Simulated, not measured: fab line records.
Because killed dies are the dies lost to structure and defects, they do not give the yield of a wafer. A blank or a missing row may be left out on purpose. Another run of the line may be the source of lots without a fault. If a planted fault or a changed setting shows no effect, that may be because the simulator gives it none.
Struck lot and sound lot, side by side :: flow n5-finfet :: 37 steps out of a route of 1938
Sound: wafers L257.1, L257.5, L257.6. Struck: wafers L269.2, L269.5, L269.6. The cause is named last.
Each step with rows lists, per side, the tool, then ch with its chambers, then its first start. Under that, the readings that differ: sound wafers :: struck wafers :: difference of the means :: sigmas: that difference in standard deviations of wafers without a fault.
alike: readings with means less than 2 such deviations apart, plus words and numbers identical on both sides. not compared: withheld readings, readings lacking a value on some wafer, bounds such as >300 that could conceal the same value, and numbers that have no deviation in the record and whose values overlap.
The two part at a step that has a row with sigmas, a row that says differs or no value, or rows on one side only. Non-overlapping numbers with no deviation appear without sigmas and do not part them. A reading missing from all wafers of one side parts the sides only when that side holds two or more wafers.

first, 9 steps without rows for these wafers: N5_GATE_CUT_COAT_07 (resist thk 30 nm); N5_GATE_CUT_EBR_09; N5_GATE_CUT_SOFTBAKE_08 (time 60 s); N5_GATE_CUT_EXPOSE_10 (exposes mask GATE CUT, target cd 20 nm); N5_GATE_CUT_PEB_11 (peb time 60 s); N5_GATE_CUT_DEVELOP_12 (develop time 30 s); N5_GATE_CUT_DESCUM_18 (chemistry O2, time 7 s); N5_GATE_CUT_ETCH_28 (etches underlayer in N2/H2, target depth 13 nm, time 10.4 s); N5_GATE_CUT_ETCH_36 (etches SiARC in CF4, target depth 13 nm, time 21.7 s).
N5_GATE_CUT_ETCH_37: etches SOC in N2/H2, target depth 60 nm, overetch 12 nm, time 90 s.
  sound on rie-diel-04 ch 1,2,3, day 5 05:40; struck on rie-diel-04 ch 0,3, day 8 06:35
  alike: drypump-motor-current-A, n2-flow-sccm, oes-product-au, rf-vpp-V, showerhead-plenum-p-Torr, throttle-valve-pct
  not compared: rf-hours-counter-h
then, 26 steps without rows for these wafers: N5_GATE_CUT_STRIP_38 (strips in N2/H2); N5_GATE_CUT_STRIP_39 (strips in N2/H2); N5_GATE_CUT_HM_OPEN_40 (chemistry C4F6/O2, target SiO2, target depth 139 nm, time 85.1 s); N5_GATE_CUT_STRIP_41 (strips in CF4); N5_GATE_CUT_STRIP_42 (strips in O2); N5_GATE_CUT_ETCH_19 (etches SiNx in CH3F/O2, target depth 53.7 nm, time 76.7 s); N5_GATE_CUT_CUT_ETCH_53 (etches W in SF6/Cl2, target depth 79.2 nm); N5_GATE_CUT_CUT_ETCH_54 (etches TiN in Cl2/BCl3, target depth 96.7 nm); N5_GATE_CUT_CUT_ETCH_55 (etches HfO2 in BCl3, target depth 3.2 nm); N5_GATE_CUT_ETCH_47 (etches SiO2 in Cl2/BCl3, target depth 10 nm); N5_GATE_CUT_VAPOR_ETCH_48 (etches TiN in BCl3/Cl2); N5_GATE_CUT_VAPOR_ETCH_49 (etches TiAlC in BCl3/Cl2); N5_GATE_CUT_VAPOR_ETCH_51 (etches HfO2 in BCl3/Cl2); N5_GATE_CUT_STRIP_21 (strips in N2/H2, time 30 s); N5_GATE_CUT_STRIP_29 (strips in post etch residue remover, time 60 s); N5_GATE_CUT_SRD_52 (time 30 s); N5_GATE_CUT_ALD_22 (deposits SiNx, target thk 16 nm, pulse time 1 s, ald cycles 320); N5_GATE_CUT_CMP_23 (polishes, stops on SiO2, t overpolish 23.4 s, target thk 16 nm); N5_GATE_CUT_CMP_43 (polishes SiO2); N5_GATE_CUT_CMP_61 (polishes, stops on SiNx, t overpolish 3 s); N5_MOL_CONTACT_COAG_COAT_103 (time 60 s, resist thk 80 nm); N5_MOL_CONTACT_COAG_COAT_104 (time 60 s, resist thk 12 nm); N5_MOL_CONTACT_COAG_COAT_58 (time 60 s, resist thk 10 nm); N5_MOL_CONTACT_COAG_COAT_02 (resist thk 30 nm); N5_MOL_CONTACT_COAG_EBR_04; N5_MOL_CONTACT_COAG_SOFTBAKE_03 (time 60 s).
-- a jump in the record: the struck wafers' starts before and after are 7 days apart (it breaks off in module MOL_CONTACT_COAG and resumes in module PASSIVATION, where the first step shown is number 1936 of the route) --
N5_PASSIVATION_PROBE_49:
  sound on prober-01, day 13 00:42; struck on prober-01, day 15 17:07
reading: defect-limited-yield (%)
sound: 92.7 93.2 91.8
struck: 89.2 85.7 89.3
difference: -4.5
sigmas: -3

reading: killed-at-front-end
sound: 35 24 42
struck: 69 105 79
difference: +51
sigmas: +4

reading: killed-dies
sound: 86 80 97
struck: 128 169 126
difference: +53
sigmas: +3

reading: killed-on-rim
sound: 13 6 8
struck: 25 27 24
difference: +16
sigmas: +4

reading: sort_bin_5_function (%)
sound: 4.5 3.6 4.9
struck: 6.9 7.7 7.8
difference: +3.1
sigmas: +3

reading: sort-n-pass
sound: 1094 1100 1083
struck: 1052 1011 1054
difference: -53
sigmas: -3

reading: sort-yield-pct (%)
sound: 92.7 93.2 91.8
struck: 89.2 85.7 89.3
difference: -4.5
sigmas: -3
  alike: killed_at_M0_to_M3, killed_at_M4_up, killed-at-contacts, killed-at-other, killed-open, killed-short, sort_bin_4_leakage, sort_bin_6_memory

WHERE THEY PART
Only at N5_PASSIVATION_PROBE_49, as far as this record shows.

WHY: what the simulator had put in
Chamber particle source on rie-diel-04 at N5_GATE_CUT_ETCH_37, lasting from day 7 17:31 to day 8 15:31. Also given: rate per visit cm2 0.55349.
